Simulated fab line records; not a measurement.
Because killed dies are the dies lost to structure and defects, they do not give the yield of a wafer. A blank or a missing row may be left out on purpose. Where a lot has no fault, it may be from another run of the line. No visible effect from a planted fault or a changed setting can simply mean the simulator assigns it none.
Matching of chambers | flow nand-harc | NHARC_A_STAIRCASE_DESCUM_252 on rie-diel-04: 4 sister chambers
The step chemistry O2, time 3 s. 16 wafers are shown with their chamber, then 8 later ones without.

== EACH WAFER AND ITS CHAMBER ==
wafer  | chamber | drypump-motor-current-A (A) | showerhead-plenum-p-Torr (Torr) | oes-product-au (a.u.)
L074.1 | 3       | 6.2                         | 1.77                            | 1.002
L074.2 | 2       | 5.7                         | 1.96                            | 1.011
L074.6 | 2       | 5.7                         | 1.96                            | 1.017
L075.1 | 2       | 5.7                         | 1.96                            | 0.997
L075.3 | 3       | 6.3                         | 1.77                            | 0.988
L075.5 | 2       | 5.7                         | 1.96                            | 1.003
L076.2 | 1       | 5.1                         | 1.82                            | 1.017
L076.3 | 2       | 5.7                         | 1.96                            | 1.010
L076.5 | 0       | 5.7                         | 1.87                            | 1.014
L085.3 | 0       | 5.7                         | 1.86                            | 0.988
L085.4 | 2       | 5.7                         | 1.96                            | 1.015
L085.6 | 0       | 5.7                         | 1.86                            | 0.989
L088.2 | 2       | 5.7                         | 1.95                            | 1.005
L088.4 | 0       | 5.7                         | 1.86                            | 0.997
L088.5 | 3       | 6.3                         | 2.07                            | 1.006
L089.3 | 1       | 5.1                         | 1.81                            | 1.009

SIGNATURES (means of the wafers above)
reading                  | chamber 0 | chamber 1 | chamber 2 | chamber 3 | scatter within a chamber
drypump-motor-current-A  | 5.700     | 5.100     | 5.700     | 6.267     | 0.0236
showerhead-plenum-p-Torr | 1.8625    | 1.8150    | 1.9586    | 1.8700    | 0.0708
oes-product-au           | 0.99700   | 1.01300   | 1.00829   | 0.99867   | 0.00886
Rule: distance of a wafer from a chamber = root of the sum over the readings of ((wafer's reading minus chamber's mean) / reading's scatter) squared. If the next closest chamber is less than 2 further off than the closest, the wafer can't be placed; otherwise it belongs to the closest. The scatter: take each reading less its chamber's mean, square it, sum over the shown wafers, divide by the number of wafers less the number of chambers, and take the root.

== WAFERS WITHOUT THEIR CHAMBER ==
wafer  | drypump-motor-current-A (A) | showerhead-plenum-p-Torr (Torr) | oes-product-au (a.u.)
L089.4 | 5.7                         | 1.95                            | 1.007
L089.6 | 5.7                         | 1.95                            | 1.011
L092.1 | 5.8                         | 1.95                            | 0.999
L092.3 | 5.7                         | 1.86                            | 1.006
L092.4 | 5.1                         | 1.81                            | 1.017
L093.2 | 5.7                         | 1.95                            | 1.007
L093.4 | 6.2                         | 2.07                            | 1.012
L093.5 | 6.2                         | 2.07                            | 1.005

== WHICH CHAMBER EACH ONE RAN IN ==
wafer  | from the rows above     | in truth
L089.4 | can't be placed: 2 or 0 | 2
L089.6 | can't be placed: 2 or 0 | 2
L092.1 | can't be placed: 2 or 0 | 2
L092.3 | can't be placed: 0 or 2 | 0
L092.4 | 1                       | 1
L093.2 | can't be placed: 2 or 0 | 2
L093.4 | 3                       | 3
L093.5 | 3                       | 3
Correct placement for 3 of the 8. Not placeable from these rows: 5 (in 5, the candidates include the true chamber). Number placed wrongly: 0.
